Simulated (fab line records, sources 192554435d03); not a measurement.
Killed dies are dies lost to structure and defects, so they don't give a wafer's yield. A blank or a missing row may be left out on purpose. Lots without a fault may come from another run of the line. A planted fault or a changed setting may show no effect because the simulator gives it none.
fab line records | flow n5_finfet
record lots=24 wafers=72 last_day=17
route steps=1938 shown BEOL_M13@1707 BEOL_M14@1748 BEOL_M15@1783
lots that met no fault: from a run of the same line without faults
start_h: hours from the record's first day to the start of the lot's first wafer shown | wait_h: hours since the lot's step before | " the same as in the row above | L1.1+2: a row that stands for several wafers | - no value, or no start given | * or withheld: withheld | < > ~ a bound
route shown NAME@n: a module of which the file shows steps, and the number in the route of the first | usual: mean/standard deviation of fault-free wafers | same: alike in all rows | chamber/n: place in a boat | sites: the reading at each site | _std_site: their standard deviation | _edge_site: outer sites' mean less inner sites' | radius_mm: how far each site lies from the wafer's centre | mask NAME#n: copy n | behind: the tool/chamber that last shaped the wafer | hold: why the lot was held/for how many hours/how that ended | device: the transistor (n, p or np) that didn't switch | end of line: the same wafers' tests at the end of the route | a step without rows: its recipe alone | killed: dies lost to structure and defects at the first sort, not the wafer's yield | map: a wafer's dies, x killed, . not, _ none there
set.NAME: the setting as run; set.NAME@STEP: as run at that earlier step | model.NAME: the simulator's own value behind a step, which no gauge read
steps of the route over a sample of lots; a table a step, a row a wafer
services: from which hour (start_h, from the record's first day; less than 0 if before it) a tool's chamber was out of use, for how many hours, and why
## steps
# step N5_BEOL_M13_SPUTTER_45
# recipe material=Cu target_thk_a=800 temp_c=-20 bias_v=60 power_w=26000 chamber_pressure_pa=0.13 time_s=13.33
# usual susceptor_temp_C=-20.01/0.11 throttle_valve_pct=30.7/0.98
# columns lot.wafer tool chamber start_h wait_h susceptor_temp_C throttle_valve_pct
L074.1 pvd_sputter-01 - 245.20 0.0 -19.93 32.8
L074.2 " - " " -20.02 31.2
L074.4 " - " " -19.89 29.9
L075.1 pvd_sputter-02 - 251.94 0.0 -20.05 30.5
L075.3 " - " " -19.99 29.9
L075.4 " - " " -20.05 30.9
L076.2 pvd_sputter-01 - 266.55 0.0 -19.99 30.4
L076.3 " - " " -19.79 31.3
L076.5 " - " " -19.85 31.4
L080.3 pvd_sputter-03 - 272.53 0.0 -19.93 28.5
L080.4 " - " " -19.95 28.7
L080.5 " - " " -20.10 30.9
L079.1 pvd_sputter-02 - 277.73 0.0 -20.14 30.3
L079.3 " - " " -20.00 29.9
L079.4 " - " " -20.05 30.7
L077.2 pvd_sputter-01 - 282.99 0.0 -20.15 30.3
L077.5 " - " " -19.93 32.8
L077.6 " - " " -20.01 31.4
L081.1 pvd_sputter-02 - 283.79 0.0 -20.10 31.0
L081.5 " - " " -19.87 30.2
L081.6 " - " " -20.07 31.1
L078.1 pvd_sputter-02 - 285.11 0.0 -19.97 30.3
L078.5 " - " " -20.02 31.1
L078.6 " - " " -20.22 30.4
L082.3 pvd_sputter-01 - 291.62 0.0 -19.92 30.2
L082.4 " - " " -19.91 30.3
L082.6 " - " " -19.96 30.0
L083.2 pvd_sputter-01 - 300.16 0.0 -19.93 31.3
L083.4 " - " " -20.09 32.7
L083.5 " - " " -20.23 32.9
L084.2 pvd_sputter-02 - 306.71 0.0 -20.06 30.7
L084.5 " - " " -19.95 30.4
L084.6 " - " " -20.19 31.1
L085.2 pvd_sputter-02 - 321.96 0.0 -20.12 30.5
L085.3 " - " " -20.21 30.5
L085.4 " - " " -19.84 30.9
L087.4 pvd_sputter-02 - 322.32 0.0 -19.98 30.4
L087.5 " - " " -19.91 30.4
L087.6 " - " " -19.99 29.9
L089.1 pvd_sputter-02 - 330.10 0.0 -20.09 29.9
L089.3 " - " " -20.18 30.2
L089.4 " - " " -20.11 30.7
L086.1 pvd_sputter-02 - 330.54 0.0 -20.02 30.7
L086.3 " - " " -20.11 29.6
L086.4 " - " " -20.09 30.7
L091.2 pvd_sputter-02 - 332.70 0.0 -20.15 30.3
L091.3 " - " " -19.90 30.3
L091.5 " - " " -19.91 30.4
L090.1 pvd_sputter-01 - 333.07 0.0 -20.06 31.0
L090.4 " - " " -20.23 30.3
L090.6 " - " " -19.96 31.4
L088.3 pvd_sputter-03 - 336.86 0.0 -19.92 29.1
L088.5 " - " " -20.00 31.3
L088.6 " - " " -19.85 28.8
L093.3 pvd_sputter-02 - 345.24 0.0 -19.79 30.2
L093.4 " - " " -20.11 30.9
L093.5 " - " " -19.95 30.3
L094.1 pvd_sputter-01 - 364.84 0.0 -19.87 30.5
L094.4 " - " " -19.83 31.2
L094.6 " - " " -20.13 32.9
L092.4 pvd_sputter-03 - 365.08 0.0 -20.02 30.3
L092.5 " - " " -20.06 30.5
L092.6 " - " " -20.08 31.0
L096.1 pvd_sputter-01 - 383.96 0.0 -20.04 32.9
L096.3 " - " " -20.18 30.0
L096.5 " - " " -19.94 30.0
L097.3 pvd_sputter-02 - 390.67 0.0 -20.11 30.5
L097.4 " - " " -20.01 31.1
L097.6 " - " " -19.90 30.3
L095.1 pvd_sputter-01 - 392.97 0.0 -20.03 30.0
L095.3 " - " " -20.05 31.1
L095.4 " - " " -20.14 30.2
# step N5_BEOL_M14_INSPECT_30
# recipe mode=adi inspect_instrument=macro
# usual raw_defect_count=1.8/1.4
# columns lot.wafer tool chamber start_h wait_h raw_defect_count
L074.1 defect_inspect-01 - 248.28 0.0 3
L074.2 " - " " 3
L074.4 " - " " 1
L075.1 defect_inspect-02 - 254.74 0.0 2
L075.3 " - " " 1
L075.4 " - " " 3
L076.2 defect_inspect-02 - 269.33 0.0 4
L076.3 " - " " 1
L076.5 " - " " 1
L080.3 defect_inspect-01 - 275.54 0.0 1
L080.4 " - " " 2
L080.5 " - " " 3
L079.1 defect_inspect-01 - 280.70 0.0 3
L079.3 " - " " 3
L079.4 " - " " 2
L077.2 defect_inspect-01 - 285.73 0.0 4
L077.5 " - " " 0
L077.6 " - " " 3
L081.1 defect_inspect-02 - 286.48 0.0 0
L081.5 " - " " 2
L081.6 " - " " 0
L078.1 defect_inspect-01 - 287.81 0.0 2
L078.5 " - " " 2
L078.6 " - " " 0
L082.3 defect_inspect-01 - 294.46 0.0 1
L082.4 " - " " 2
L082.6 " - " " 2
L083.2 defect_inspect-02 - 302.76 0.0 1
L083.4 " - " " 0
L083.5 " - " " 1
L084.2 defect_inspect-02 - 309.31 0.0 2
L084.5 " - " " 0
L084.6 " - " " 1
L085.2 defect_inspect-01 - 324.66 0.0 0
L085.3 " - " " 2
L085.4 " - " " 2
L087.4 defect_inspect-02 - 325.13 0.0 3
L087.5 " - " " 1
L087.6 " - " " 4
L089.1 defect_inspect-02 - 333.64 0.0 0
L089.3 " - " " 2
L089.4 " - " " 2
L086.1 defect_inspect-02 - 334.29 0.0 2
L086.3 " - " " 2
L086.4 " - " " 2
L091.2 defect_inspect-02 - 336.01 0.0 1
L091.3 " - " " 0
L091.5 " - " " 3
L090.1 defect_inspect-02 - 337.30 0.0 5
L090.4 " - " " 1
L090.6 " - " " 6
L088.3 defect_inspect-02 - 340.57 0.0 1
L088.5 " - " " 1
L088.6 " - " " 3
L093.3 defect_inspect-02 - 347.70 0.0 3
L093.4 " - " " 5
L093.5 " - " " 0
L094.1 defect_inspect-01 - 367.30 0.0 1
L094.4 " - " " 0
L094.6 " - " " 0
L092.4 defect_inspect-01 - 367.97 0.0 4
L092.5 " - " " 1
L092.6 " - " " 2
L096.1 defect_inspect-01 - 386.63 0.0 2
L096.3 " - " " 1
L096.5 " - " " 3
L097.3 defect_inspect-02 - 393.16 0.0 2
L097.4 " - " " 3
L097.6 " - " " 0
L095.1 defect_inspect-02 - 395.79 0.0 1
L095.3 " - " " 0
L095.4 " - " " 2
# step N5_BEOL_M14_DESCUM_33
# recipe chemistry=O2 time_s=7.9 source_power_w=50 bias_power_w=20 pressure_mtorr=20 rf_frequency_hz=2.712e+07 temp_c=40 o2_flow_sccm=225
# usual drypump_motor_current_A=5.7/0.49 oes_product_au=0.79/0.089 rf_vpp_V=242.6/1.5 showerhead_plenum_p_Torr=2.06/0.081 throttle_valve_pct=20.52/0.24
# columns lot.wafer tool chamber start_h wait_h drypump_motor_current_A oes_product_au rf_hours_counter_h rf_vpp_V showerhead_plenum_p_Torr throttle_valve_pct
L074.1 rie_diel-04 3 248.45 0.2 5.0 0.71 184 241.6 2.00 20.77
L074.2 " 1 " " 5.8 0.83 71 243.7 2.11 20.66
L074.4 " 2 " " 4.9 0.69 229 244.3 2.16 20.58
L075.1 rie_diel-06 1 254.79 0.1 5.6 0.71 210 239.6 1.92 20.81
L075.3 " 3 " " 5.1 0.87 38 242.3 2.05 20.35
L075.4 " 2 " " 5.6 0.88 45 242.9 2.13 20.28
L076.2 rie_diel-06 2 269.37 0.0 5.6 0.86 50 244.3 2.13 20.28
L076.3 " 1 " " 5.6 0.71 214 241.0 1.91 20.80
L076.5 " 2 " " 5.6 0.85 - 242.9 2.13 20.29
L080.3 rie_diel-06 2 275.63 0.1 5.6 0.86 52 243.9 2.13 20.29
L080.4 " 0 " " 6.5 0.93 19 243.2 2.05 20.21
L080.5 " 3 " " 5.1 0.86 - 242.8 2.05 20.35
L079.1 rie_diel-06 3 280.81 0.1 5.1 0.85 47 242.2 2.05 20.37
L079.3 " 2 " " 5.6 0.85 54 244.4 2.13 20.29
L079.4 " 1 " " 5.6 0.70 219 239.1 1.91 20.80
L077.2 rie_diel-06 2 285.76 0.0 5.6 0.85 56 244.7 2.13 20.29
L077.5 " 2 " " 5.6 0.85 - 242.7 2.13 20.29
L077.6 " 1 " " 5.6 0.70 - 239.7 1.91 20.81
L081.1 rie_diel-05 3 286.51 0.0 5.4 0.72 206 242.8 2.08 20.55
L081.5 " 0 " " 5.8 0.71 - 243.2 2.07 20.86
L081.6 " 1 " " 6.1 0.70 - 241.4 1.96 20.67
L078.1 rie_diel-06 1 287.84 0.0 5.6 0.70 221 241.0 1.91 20.81
L078.5 " 1 " " 5.6 0.70 - 241.6 1.91 20.81
L078.6 " 2 " " 5.6 0.85 - 243.7 2.13 20.29
L082.3 rie_diel-06 3 294.67 0.2 5.1 0.85 52 243.1 2.05 20.36
L082.4 " 0 " " 6.5 0.93 25 241.9 2.05 20.20
L082.6 " 2 " " 5.6 0.84 - 243.3 2.13 20.29
L083.2 rie_diel-06 3 302.91 0.1 5.1 0.85 54 242.5 2.05 20.35
L083.4 " 1 " " 5.6 0.71 227 239.1 1.91 20.82
L083.5 " 2 " " 5.6 0.85 - 243.3 2.13 20.28
L084.2 rie_diel-05 1 309.42 0.1 6.1 0.71 242 240.9 1.96 20.68
L084.5 " 2 " " 6.5 0.76 - 243.2 2.08 20.40
L084.6 " 1 " " 6.1 0.71 - 241.1 1.96 20.67
L085.2 rie_diel-04 1 324.69 0.0 5.8 0.80 100 243.5 2.10 20.68
L085.3 " 3 " " 4.9 0.69 209 241.2 1.99 20.78
L085.4 " 0 " " 6.0 0.71 - 243.8 2.16 20.57
L087.4 rie_diel-04 0 325.29 0.2 6.0 0.71 - 244.3 2.16 20.58
L087.5 " 1 " " 5.8 0.79 - 242.5 2.10 20.69
L087.6 " 3 " " 4.9 0.69 - 241.4 1.99 20.81
L089.1 rie_diel-05 2 334.27 0.6 6.5 0.74 192 242.1 2.08 20.43
L089.3 " 3 " " 5.4 0.71 226 242.6 2.07 20.60
L089.4 " 3 " " 5.4 0.70 - 243.3 2.07 20.59
L086.1 rie_diel-06 1 335.11 0.8 5.7 0.68 239 241.2 1.91 20.85
L086.3 " 2 " " 5.6 0.81 75 243.1 2.12 20.30
L086.4 " 0 " " 6.5 0.90 40 241.9 2.04 20.22
L091.2 rie_diel-06 1 338.36 2.4 5.6 0.69 241 240.0 1.91 20.86
L091.3 " 3 " " 5.1 0.83 68 241.8 2.04 20.38
L091.5 " 2 " " 5.6 0.82 - 243.4 2.12 20.31
L090.1 rie_diel-05 3 338.99 1.7 5.4 0.71 230 242.7 2.07 20.62
L090.4 " 3 " " 5.4 0.71 - 241.7 2.07 20.61
L090.6 " 0 " " 5.7 0.69 - 241.6 2.06 20.91
L088.3 rie_diel-06 1 340.60 0.0 5.6 0.69 242 239.1 1.90 20.85
L088.5 " 1 " " 5.6 0.69 - 240.4 1.91 20.84
L088.6 " 0 " " 6.4 0.89 - 242.3 2.04 20.22
L093.3 rie_diel-06 3 347.74 0.0 5.1 0.82 71 242.4 2.04 20.40
L093.4 " 1 " " 5.6 0.69 244 239.4 1.90 20.85
L093.5 " 3 " " 5.1 0.83 - 244.1 2.04 20.39
L094.1 rie_diel-04 0 367.55 0.2 6.0 0.71 196 243.8 2.16 20.59
L094.4 " 2 " " 4.9 0.98 9 244.3 2.15 20.19
L094.6 " 2 " " 4.8 0.98 - 244.4 2.14 20.19
L092.4 rie_diel-04 1 369.02 1.0 5.8 0.79 112 244.2 2.10 20.73
L092.5 " 3 " " 4.9 0.69 - 242.9 1.99 20.81
L092.6 " 2 " " 4.9 0.98 - 243.8 2.14 20.19
L096.1 rie_diel-04 0 387.77 1.1 6.0 0.70 204 244.8 2.16 20.61
L096.3 " 1 " " 5.8 0.78 119 242.6 2.10 20.72
L096.5 " 1 " " 5.8 0.78 - 243.2 2.10 20.72
L097.3 rie_diel-04 1 393.19 0.0 5.8 0.78 120 244.2 2.10 20.72
L097.4 " 2 " " 4.9 0.96 19 243.5 2.14 20.20
L097.6 " 0 " " 6.0 0.71 - 244.3 2.16 20.60
L095.1 rie_diel-06 0 395.82 0.0 6.4 0.86 62 241.3 2.03 20.25
L095.3 " 1 " " 5.6 0.97 2 246.6 2.25 20.35
L095.4 " 2 " " 5.6 0.80 96 243.7 2.12 20.38
# step N5_BEOL_M14_ETCH_67
# recipe chemistry=CF4 target=SiARC target_depth_a=1430 time_s=238.3 ion_energy_ev=80 pressure_mtorr=40 source_w=545 bias_w=36 Ar_flow_sccm=100 cf4_flow_sccm=100 ends=cleared
# usual drypump_motor_current_A=5.7/0.49 etch_rf_on_time_s=235/4.7 oes_product_au=0.68/0.074 rf_vpp_V=183.6/1.2 showerhead_plenum_p_Torr=2.10/0.08 throttle_valve_pct=15.66/0.26
# columns lot.wafer tool chamber start_h wait_h drypump_motor_current_A etch_rf_on_time_s oes_product_au rf_hours_counter_h rf_vpp_V showerhead_plenum_p_Torr throttle_valve_pct
L074.1 rie_diel-04 3 248.48 0.0 4.9 234 0.60 184 182.9 2.05 15.88
L074.2 " 1 " " 5.8 235 0.72 71 184.5 2.17 15.84
L074.4 " 2 " " 4.8 251 0.58 229 184.1 2.20 15.78
L075.1 rie_diel-06 1 254.83 0.0 5.6 233 0.61 210 181.1 1.96 15.88
L075.3 " 3 " " 5.1 232 0.75 38 184.2 2.09 15.38
L075.4 " 2 " " 5.6 227 0.75 45 184.0 2.17 15.37
L076.2 rie_diel-06 2 269.40 0.0 5.6 228 0.75 50 184.8 2.17 15.38
L076.3 " 1 " " 5.6 237 0.61 214 180.9 1.96 15.89
L076.5 " 2 " " 5.6 229 0.74 - 184.1 2.17 15.38
L080.3 rie_diel-06 2 275.67 0.0 5.6 233 0.74 52 183.2 2.17 15.38
L080.4 " 0 " " 6.4 242 0.80 19 183.5 2.10 15.30
L080.5 " 3 " " 5.1 238 0.72 - 183.3 2.09 15.43
L079.1 rie_diel-06 3 280.84 0.0 5.1 231 0.74 47 183.8 2.09 15.41
L079.3 " 2 " " 5.6 227 0.74 54 185.4 2.17 15.41
L079.4 " 1 " " 5.6 234 0.61 219 181.7 1.96 15.90
L077.2 rie_diel-06 2 285.79 0.0 5.6 230 0.74 56 184.3 2.17 15.39
L077.5 " 2 " " 5.6 229 0.74 - 182.3 2.17 15.38
L077.6 " 1 " " 5.6 235 0.60 - 181.0 1.96 15.90
L081.1 rie_diel-05 3 286.54 0.0 5.4 225 0.64 206 184.4 2.11 15.67
L081.5 " 0 " " 5.7 241 0.61 - 183.9 2.10 15.98
L081.6 " 1 " " 6.1 233 0.60 - 182.8 2.02 16.00
L078.1 rie_diel-06 1 287.88 0.0 5.6 233 0.61 221 182.2 1.96 15.90
L078.5 " 1 " " 5.6 233 0.61 - 182.9 1.96 15.90
L078.6 " 2 " " 5.6 230 0.74 - 185.4 2.17 15.40
L082.3 rie_diel-06 3 294.70 0.0 5.1 233 0.73 52 183.2 2.08 15.43
L082.4 " 0 " " 6.4 240 0.78 25 183.1 2.10 15.30
L082.6 " 2 " " 5.6 228 0.73 - 184.1 2.17 15.40
L083.2 rie_diel-06 3 302.94 0.0 5.1 228 0.72 54 182.4 2.08 15.43
L083.4 " 1 " " 5.6 231 0.60 227 180.9 1.96 15.91
L083.5 " 2 " " 5.5 227 0.73 - 183.9 2.16 15.41
L084.2 rie_diel-05 1 309.46 0.0 6.1 227 0.61 242 181.7 2.01 16.02
L084.5 " 2 " " 6.5 235 0.64 - 184.5 2.12 15.59
L084.6 " 1 " " 6.1 227 0.61 - 183.3 2.01 16.03
L085.2 rie_diel-04 1 324.73 0.0 5.8 231 0.70 100 184.9 2.16 15.87
L085.3 " 3 " " 4.9 233 0.59 209 182.3 2.04 15.94
L085.4 " 0 " " 6.0 238 0.61 - 184.6 2.22 15.86
L087.4 rie_diel-04 0 325.38 0.1 6.0 239 0.61 - 185.0 2.22 15.85
L087.5 " 1 " " 5.8 234 0.69 - 185.0 2.16 15.88
L087.6 " 3 " " 4.9 238 0.59 - 184.0 2.04 15.96
L089.1 rie_diel-05 2 334.31 0.0 6.5 236 0.63 192 182.7 2.11 15.64
L089.3 " 3 " " 5.4 229 0.62 227 184.6 2.11 15.71
L089.4 " 3 " " 5.4 228 0.62 - 183.2 2.11 15.71
L086.1 rie_diel-06 1 335.15 0.0 5.6 237 0.59 239 182.0 1.95 15.94
L086.3 " 2 " " 5.6 230 0.72 75 183.2 2.16 15.44
L086.4 " 0 " " 6.4 239 0.76 40 183.7 2.09 15.33
L091.2 rie_diel-06 1 338.40 0.0 5.6 234 0.59 241 182.0 1.95 15.95
L091.3 " 3 " " 5.1 233 0.71 68 184.1 2.08 15.47
L091.5 " 2 " " 5.6 228 0.72 - 184.5 2.16 15.43
L090.1 rie_diel-05 3 339.02 0.0 5.4 230 0.61 230 184.2 2.10 15.72
L090.4 " 3 " " 5.4 230 0.61 - 183.3 2.10 15.72
L090.6 " 0 " " 5.7 247 0.58 - 182.2 2.10 16.02
L088.3 rie_diel-06 1 340.63 0.0 5.6 234 0.59 242 182.3 1.95 15.96
L088.5 " 1 " " 5.6 238 0.59 - 183.3 1.95 15.94
L088.6 " 0 " " 6.5 240 0.75 - 183.4 2.09 15.36
L093.3 rie_diel-06 3 347.77 0.0 5.1 234 0.70 71 182.0 2.08 15.46
L093.4 " 1 " " 5.6 235 0.59 244 182.3 1.95 15.94
L093.5 " 3 " " 5.1 233 0.70 - 183.4 2.08 15.46
L094.1 rie_diel-04 0 367.58 0.0 6.0 235 0.61 196 184.7 2.21 15.88
L094.4 " 2 " " 4.8 235 0.82 9 185.1 2.19 15.31
L094.6 " 2 " " 4.9 236 0.83 - 185.6 2.19 15.33
L092.4 rie_diel-04 1 369.05 0.0 5.8 236 0.68 112 186.1 2.16 15.91
L092.5 " 3 " " 4.8 237 0.59 - 183.9 2.03 15.96
L092.6 " 2 " " 4.9 240 0.82 - 184.9 2.19 15.33
L096.1 rie_diel-04 0 387.81 0.0 6.0 238 0.60 204 185.7 2.21 15.90
L096.3 " 1 " " 5.8 237 0.67 119 184.5 2.16 15.93
L096.5 " 1 " " 5.8 236 0.67 - 184.5 2.16 15.93
L097.3 rie_diel-04 1 393.23 0.0 5.8 239 0.67 120 183.7 2.16 15.93
L097.4 " 2 " " 4.9 240 0.79 19 183.5 2.18 15.33
L097.6 " 0 " " 6.0 236 0.60 - 185.7 2.21 15.87
L095.1 rie_diel-06 0 395.86 0.0 6.5 243 0.72 62 183.4 2.08 15.40
L095.3 " 1 " " 5.6 230 0.84 2 184.8 2.28 15.43
L095.4 " 2 " " 5.6 231 0.69 96 184.0 2.15 15.48
# step N5_BEOL_M15_CD_MEAS_10
# recipe target_cd_nm=360 landing_energy_ev=500 detector=se_inlens polarity=opening
# usual cd_nm=360.9/1.8
# columns lot.wafer tool chamber start_h wait_h cd_nm
L074.1 cd_sem-02 0 254.36 - 361.5
L074.2 " 0 " " 361.2
L074.4 " 0 " " 361.4
L075.1 cd_sem-01 0 260.14 - 361.0
L075.3 " 0 " " 357.1
L075.4 " 0 " " 361.2
L076.2 cd_sem-02 0 273.72 - 360.4
L076.3 " 0 " " 359.3
L076.5 " 0 " " 358.0
L080.3 cd_sem-02 0 281.57 - 357.7
L080.4 " 0 " " 360.2
L080.5 " 0 " " 359.3
L079.1 cd_sem-01 0 292.60 - 362.3
L079.3 " 0 " " 361.3
L079.4 " 0 " " 363.6
L077.2 cd_sem-01 0 294.90 - 360.6
L077.5 " 0 " " 361.0
L077.6 " 0 " " 359.8
L078.1 cd_sem-01 0 299.66 - 358.1
L078.5 " 0 " " 360.7
L078.6 " 0 " " 360.2
L081.1 cd_sem-02 0 302.45 - 358.6
L081.5 " 0 " " 358.9
L081.6 " 0 " " 361.2
L082.3 cd_sem-02 0 303.70 - 361.2
L082.4 " 0 " " 362.1
L082.6 " 0 " " 359.9
L083.2 cd_sem-01 0 307.20 - 357.6
L083.4 " 0 " " 361.9
L083.5 " 0 " " 360.0
L084.2 cd_sem-02 0 314.66 - 360.7
L084.5 " 0 " " 361.2
L084.6 " 0 " " 360.0
L085.2 cd_sem-01 0 329.46 - 361.5
L085.3 " 0 " " 360.6
L085.4 " 0 " " 361.8
L087.4 cd_sem-03 0 330.40 - 359.8
L087.5 " 0 " " 357.9
L087.6 " 0 " " 358.8
L089.1 cd_sem-01 0 337.56 - 363.0
L089.3 " 0 " " 361.0
L089.4 " 0 " " 363.5
L086.1 cd_sem-01 0 339.06 - 360.4
L086.3 " 0 " " 362.0
L086.4 " 0 " " 362.3
L091.2 cd_sem-02 0 346.57 - 363.1
L091.3 " 0 " " 364.4
L091.5 " 0 " " 363.3
L090.1 cd_sem-03 0 351.52 - 358.1
L090.4 " 0 " " 359.7
L090.6 " 0 " " 361.4
L088.3 cd_sem-03 0 351.71 - 362.5
L088.5 " 0 " " 364.8
L088.6 " 0 " " 362.2
L093.3 cd_sem-03 0 352.04 - 362.6
L093.4 " 0 " " 362.7
L093.5 " 0 " " 361.9
L094.1 cd_sem-02 0 371.14 - 363.4
L094.4 " 0 " " 363.1
L094.6 " 0 " " 362.2
L092.4 cd_sem-03 0 372.02 - 359.0
L092.5 " 0 " " 357.5
L092.6 " 0 " " 361.4
L096.1 cd_sem-01 0 391.90 - 361.5
L096.3 " 0 " " 361.8
L096.5 " 0 " " 361.0
L097.3 cd_sem-02 0 396.10 - 361.5
L097.4 " 0 " " 360.4
L097.6 " 0 " " 358.5
L095.1 cd_sem-01 0 400.59 - 357.8
L095.3 " 0 " " 361.5
L095.4 " 0 " " 360.6
# step N5_BEOL_M15_ETCH_38
# recipe chemistry=CF4/N2 target=SiCN target_depth_a=1064 taper_deg=2 time_s=120.5 ion_energy_ev=150 mask_material=SiO2 pressure_mtorr=40 source_w=430 bias_w=70 Ar_flow_sccm=100 cf4_flow_sccm=60 n2_flow_sccm=60
# usual drypump_motor_current_A=5.6/0.46 oes_product_au=0.74/0.061 rf_vpp_V=382.7/2.3 showerhead_plenum_p_Torr=2.22/0.089 throttle_valve_pct=15.63/0.21
# columns lot.wafer tool chamber start_h wait_h drypump_motor_current_A oes_product_au rf_hours_counter_h rf_vpp_V showerhead_plenum_p_Torr throttle_valve_pct
L074.1 rie_diel-02 2 - - 6.1 0.76 134 378.5 2.04 15.76
L074.2 " 3 " " 5.6 0.83 77 386.1 2.32 15.40
L074.4 " 1 " " 4.9 0.70 225 380.2 2.10 15.25
L075.1 rie_diel-01 3 - - 5.2 0.74 182 381.7 2.19 15.71
L075.3 " 1 " " 5.9 0.81 64 382.8 2.32 15.56
L075.4 " 0 " " 6.2 0.68 214 383.8 2.28 15.64
L076.2 rie_diel-02 2 - - 6.1 0.75 140 379.6 2.04 15.78
L076.3 " 1 " " 4.9 0.69 232 377.9 2.09 15.25
L076.5 " 0 " " 5.3 0.70 - 381.8 2.20 15.76
L080.3 rie_diel-02 2 - - 6.1 0.75 144 378.2 2.03 15.77
L080.4 " 3 " " 5.6 0.81 88 384.0 2.32 15.40
L080.5 " 3 " " 5.6 0.82 - 385.9 2.32 15.41
L077.2 rie_diel-01 0 - - 6.2 0.68 223 382.9 2.27 15.66
L077.5 " 1 " " 5.8 0.82 - 385.9 2.32 15.57
L077.6 " 0 " " 6.1 0.68 - 383.4 2.27 15.65
L079.1 rie_diel-03 1 - - 5.2 0.69 189 382.4 2.19 15.73
L079.3 " 3 " " 5.9 0.73 143 383.6 2.30 15.55
L079.4 " 0 " " 5.3 0.72 211 381.1 2.19 15.85
L078.1 rie_diel-01 0 - - 6.2 0.68 224 383.3 2.27 15.67
L078.5 " 2 " " 4.8 0.88 - 386.0 2.32 15.34
L078.6 " 1 " " 5.8 0.81 - 385.3 2.32 15.59
L081.1 rie_diel-01 3 - - 5.2 0.75 192 381.9 2.19 15.72
L081.5 " 3 " " 5.2 0.74 - 381.5 2.19 15.72
L081.6 " 0 " " 6.2 0.68 - 383.0 2.27 15.66
L082.3 rie_diel-02 1 - - 4.9 0.68 241 379.4 2.09 15.30
L082.4 " 2 " " 6.1 0.74 149 377.8 2.03 15.77
L082.6 " 3 " " 5.6 0.81 - 383.7 2.31 15.42
L083.2 rie_diel-01 0 - - 6.2 0.68 226 385.2 2.27 15.68
L083.4 " 1 " " 5.8 0.82 76 385.1 2.32 15.60
L083.5 " 0 " " 6.2 0.68 - 384.0 2.27 15.67
L084.2 rie_diel-02 2 - - 6.1 0.74 154 379.0 2.03 15.78
L084.5 " 0 " " 5.3 0.69 - 380.4 2.19 15.80
L084.6 " 3 " " 5.6 0.80 - 384.4 2.31 15.42
L085.2 rie_diel-03 1 - - 5.2 0.70 199 383.0 2.19 15.77
L085.3 " 0 " " 5.3 0.72 221 380.9 2.19 15.87
L085.4 " 2 " " 6.4 0.71 - 384.5 2.28 15.40
L087.4 rie_diel-03 0 - - 5.3 0.71 - 381.6 2.19 15.86
L087.5 " 1 " " 5.2 0.69 - 381.4 2.19 15.77
L087.6 " 2 " " 6.4 0.71 - 383.2 2.28 15.40
L089.1 rie_diel-02 2 - - 6.1 0.73 161 377.2 2.03 15.80
L089.3 " 0 " " 5.3 0.69 221 382.9 2.19 15.82
L089.4 " 2 " " 6.0 0.74 - 379.2 2.03 15.80
L086.1 rie_diel-02 3 - - 5.6 0.80 109 382.7 2.31 15.47
L086.3 " 0 " " 5.3 0.70 224 381.1 2.19 15.80
L086.4 " 0 " " 5.3 0.70 - 381.6 2.19 15.80
L091.2 rie_diel-03 1 - - 5.2 0.69 202 379.7 2.19 15.76
L091.3 " 3 " " 5.8 0.71 158 384.0 2.29 15.58
L091.5 " 0 " " 5.3 0.70 - 383.4 2.18 15.87
L090.1 rie_diel-03 1 - - 5.2 0.69 204 383.6 2.19 15.78
L090.4 " 2 " " 6.4 0.70 213 383.4 2.27 15.42
L090.6 " 0 " " 5.3 0.71 - 382.8 2.18 15.89
L088.3 rie_diel-01 0 - - 6.2 0.67 237 385.0 2.27 15.71
L088.5 " 3 " " 5.2 0.74 - 381.5 2.19 15.76
L088.6 " 0 " " 6.2 0.67 - 382.0 2.27 15.68
L093.3 rie_diel-03 2 - - 6.5 0.70 214 383.4 2.27 15.42
L093.4 " 1 " " 5.2 0.70 205 381.4 2.19 15.77
L093.5 " 0 " " 5.3 0.71 - 381.9 2.18 15.87
L094.1 rie_diel-03 2 - - 6.4 0.69 218 383.9 2.27 15.43
L094.4 " 1 " " 5.2 0.69 209 381.1 2.19 15.78
L094.6 " 0 " " 5.3 0.70 - 381.7 2.18 15.91
L092.4 rie_diel-01 3 - - 5.2 0.73 207 382.0 2.19 15.77
L092.5 " 2 " " 4.8 0.84 - 386.2 2.32 15.38
L092.6 " 3 " " 5.2 0.73 - 380.9 2.19 15.77
L096.1 rie_diel-03 1 - - 5.2 0.68 214 381.4 2.19 15.80
L096.3 " 0 " " 5.3 0.69 243 381.8 2.18 15.89
L096.5 " 3 " " 5.8 0.71 - 382.9 2.29 15.63
L097.3 rie_diel-02 2 - - 6.1 0.72 182 378.4 2.02 15.83
L097.4 " 1 " " 4.9 0.96 10 384.7 2.35 14.85
L097.6 " 3 " " 5.6 0.77 - 384.4 2.30 15.48
L095.1 rie_diel-02 0 - - 5.3 0.68 242 382.5 2.18 15.85
L095.3 " 2 " " 6.1 0.71 183 378.0 2.02 15.85
L095.4 " 3 " " 5.6 0.78 129 384.4 2.30 15.49
## services
# columns tool chamber start_h hours kind
rie_diel-06 - 226.50 4.3 pm
pvd_sputter-02 - 238.19 1.5 repair
rie_diel-06 2 244.62 10.0 repair
rie_diel-05 1 249.20 16.5 repair
rie_diel-01 - 250.99 1.8 repair
rie_diel-04 3 277.18 5.2 repair
pvd_sputter-02 - 285.64 5.0 repair
rie_diel-02 2 286.38 3.2 repair
rie_diel-03 3 322.36 15.4 repair
rie_diel-04 - 328.49 15.6 pm
rie_diel-03 1 337.77 14.5 repair
pvd_sputter-03 - 338.72 1.8 repair
rie_diel-01 - 341.60 14.6 pm
rie_diel-06 1 367.37 - clean
rie_diel-06 1 367.37 - consumable_replace:esc
rie_diel-06 1 367.37 - consumable_replace:focus_ring
rie_diel-06 1 367.37 - consumable_replace:showerhead
rie_diel-06 1 367.37 22.1 scheduled_down
rie_diel-06 1 367.37 22.1 vent_cycle
rie_diel-04 3 371.95 7.3 repair
rie_diel-03 0 382.92 3.2 repair
rie_diel-06 - 386.11 1.0 repair
rie_diel-03 2 389.57 5.6 repair
pvd_sputter-01 - 400.66 0.8 repair
## key
fault none
